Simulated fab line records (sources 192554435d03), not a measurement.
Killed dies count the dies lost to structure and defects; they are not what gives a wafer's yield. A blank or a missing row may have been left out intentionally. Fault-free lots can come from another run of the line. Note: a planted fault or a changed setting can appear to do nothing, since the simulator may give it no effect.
Matching of chambers || flow n5_finfet || 4 sister chambers for N5_FIN_SAQP_ETCH_34 on rie_diel-04
The step etches SiO2 in C4F6/O2, target depth 45 nm, time 15 s. 20 wafers are shown with their chamber, then 10 later ones without.

== WAFERS PAIRED WITH THEIR CHAMBERS ==
{"wafer": "L077.1", "chamber": 2, "rf_vpp_V (V)": 674, "drypump_motor_current_A (A)": 5.9, "showerhead_plenum_p_Torr (Torr)": 2.85}
{"wafer": "L077.5", "chamber": 1, "rf_vpp_V (V)": 665, "drypump_motor_current_A (A)": 6.2, "showerhead_plenum_p_Torr (Torr)": 2.99}
{"wafer": "L077.6", "chamber": 2, "rf_vpp_V (V)": 674, "drypump_motor_current_A (A)": 5.9, "showerhead_plenum_p_Torr (Torr)": 2.85}
{"wafer": "L078.1", "chamber": 2, "rf_vpp_V (V)": 673, "drypump_motor_current_A (A)": 5.9, "showerhead_plenum_p_Torr (Torr)": 2.85}
{"wafer": "L078.4", "chamber": 1, "rf_vpp_V (V)": 665, "drypump_motor_current_A (A)": 6.3, "showerhead_plenum_p_Torr (Torr)": 2.99}
{"wafer": "L078.5", "chamber": 1, "rf_vpp_V (V)": 663, "drypump_motor_current_A (A)": 6.2, "showerhead_plenum_p_Torr (Torr)": 2.99}
{"wafer": "L080.1", "chamber": 0, "rf_vpp_V (V)": 675, "drypump_motor_current_A (A)": 6.1, "showerhead_plenum_p_Torr (Torr)": 2.92}
{"wafer": "L080.2", "chamber": 1, "rf_vpp_V (V)": 664, "drypump_motor_current_A (A)": 6.2, "showerhead_plenum_p_Torr (Torr)": 2.98}
{"wafer": "L080.4", "chamber": 2, "rf_vpp_V (V)": 673, "drypump_motor_current_A (A)": 5.9, "showerhead_plenum_p_Torr (Torr)": 2.85}
{"wafer": "L086.2", "chamber": 1, "rf_vpp_V (V)": 663, "drypump_motor_current_A (A)": 6.2, "showerhead_plenum_p_Torr (Torr)": 2.98}
{"wafer": "L086.3", "chamber": 2, "rf_vpp_V (V)": 672, "drypump_motor_current_A (A)": 5.9, "showerhead_plenum_p_Torr (Torr)": 2.84}
{"wafer": "L086.5", "chamber": 3, "rf_vpp_V (V)": 701, "drypump_motor_current_A (A)": 5.5, "showerhead_plenum_p_Torr (Torr)": 2.93}
{"wafer": "L088.1", "chamber": 1, "rf_vpp_V (V)": 664, "drypump_motor_current_A (A)": 6.2, "showerhead_plenum_p_Torr (Torr)": 2.98}
{"wafer": "L088.3", "chamber": 2, "rf_vpp_V (V)": 673, "drypump_motor_current_A (A)": 6.0, "showerhead_plenum_p_Torr (Torr)": 2.84}
{"wafer": "L088.6", "chamber": 2, "rf_vpp_V (V)": 672, "drypump_motor_current_A (A)": 6.0, "showerhead_plenum_p_Torr (Torr)": 2.84}
{"wafer": "L090.4", "chamber": 2, "rf_vpp_V (V)": 672, "drypump_motor_current_A (A)": 5.9, "showerhead_plenum_p_Torr (Torr)": 2.84}
{"wafer": "L090.5", "chamber": 1, "rf_vpp_V (V)": 664, "drypump_motor_current_A (A)": 6.2, "showerhead_plenum_p_Torr (Torr)": 2.97}
{"wafer": "L090.6", "chamber": 0, "rf_vpp_V (V)": 675, "drypump_motor_current_A (A)": 6.1, "showerhead_plenum_p_Torr (Torr)": 2.91}
{"wafer": "L091.2", "chamber": 0, "rf_vpp_V (V)": 676, "drypump_motor_current_A (A)": 6.1, "showerhead_plenum_p_Torr (Torr)": 2.91}
{"wafer": "L091.4", "chamber": 1, "rf_vpp_V (V)": 663, "drypump_motor_current_A (A)": 6.2, "showerhead_plenum_p_Torr (Torr)": 2.97}

SIGNATURES (averages over the wafers above)
{"reading": "rf_vpp_V", "chamber 0": 675.33, "chamber 1": 663.88, "chamber 2": 672.88, "chamber 3": 701.00, "scatter within a chamber": 0.807}
{"reading": "drypump_motor_current_A", "chamber 0": 6.100, "chamber 1": 6.213, "chamber 2": 5.925, "chamber 3": 5.500, "scatter within a chamber": 0.0385}
{"reading": "showerhead_plenum_p_Torr", "chamber 0": 2.9133, "chamber 1": 2.9813, "chamber 2": 2.8450, "chamber 3": 2.9300, "scatter within a chamber": 0.00687}
Rule: for a wafer and a chamber, the distance is found by dividing, reading by reading, the gap between the wafer's reading and the chamber's mean by the reading's scatter, squaring, summing and taking the root. If the next closest chamber is less than 2 further off than the closest, the wafer can't be placed; otherwise it belongs to the closest. How the scatter is found: for the shown wafers, subtract from each reading the mean of its chamber, square and add these, divide the total by (wafers less chambers), then take the root.

== WAFERS WITHOUT THEIR CHAMBER ==
{"wafer": "L091.6", "rf_vpp_V (V)": 674, "drypump_motor_current_A (A)": 6.1, "showerhead_plenum_p_Torr (Torr)": 2.91}
{"wafer": "L093.1", "rf_vpp_V (V)": 666, "drypump_motor_current_A (A)": 6.2, "showerhead_plenum_p_Torr (Torr)": 2.97}
{"wafer": "L093.2", "rf_vpp_V (V)": 673, "drypump_motor_current_A (A)": 6.0, "showerhead_plenum_p_Torr (Torr)": 2.84}
{"wafer": "L093.6", "rf_vpp_V (V)": 676, "drypump_motor_current_A (A)": 6.1, "showerhead_plenum_p_Torr (Torr)": 2.91}
{"wafer": "L094.1", "rf_vpp_V (V)": 678, "drypump_motor_current_A (A)": 6.1, "showerhead_plenum_p_Torr (Torr)": 2.90}
{"wafer": "L094.2", "rf_vpp_V (V)": 672, "drypump_motor_current_A (A)": 6.0, "showerhead_plenum_p_Torr (Torr)": 2.84}
{"wafer": "L094.6", "rf_vpp_V (V)": 675, "drypump_motor_current_A (A)": 5.9, "showerhead_plenum_p_Torr (Torr)": 2.84}
{"wafer": "L097.1", "rf_vpp_V (V)": 664, "drypump_motor_current_A (A)": 6.2, "showerhead_plenum_p_Torr (Torr)": 2.96}
{"wafer": "L097.2", "rf_vpp_V (V)": 672, "drypump_motor_current_A (A)": 5.9, "showerhead_plenum_p_Torr (Torr)": 2.83}
{"wafer": "L097.4", "rf_vpp_V (V)": 700, "drypump_motor_current_A (A)": 5.5, "showerhead_plenum_p_Torr (Torr)": 2.92}

== WHICH CHAMBER EACH ONE RAN IN ==
{"wafer": "L091.6", "from the rows above": 0, "in truth": 0}
{"wafer": "L093.1", "from the rows above": 1, "in truth": 1}
{"wafer": "L093.2", "from the rows above": 2, "in truth": 2}
{"wafer": "L093.6", "from the rows above": 0, "in truth": 0}
{"wafer": "L094.1", "from the rows above": 0, "in truth": 0}
{"wafer": "L094.2", "from the rows above": 2, "in truth": 2}
{"wafer": "L094.6", "from the rows above": 2, "in truth": 2}
{"wafer": "L097.1", "from the rows above": 1, "in truth": 1}
{"wafer": "L097.2", "from the rows above": 2, "in truth": 2}
{"wafer": "L097.4", "from the rows above": 3, "in truth": 3}
Correctly placed: 10 of 10. Not placeable from these rows: 0. Wrongly placed: 0.
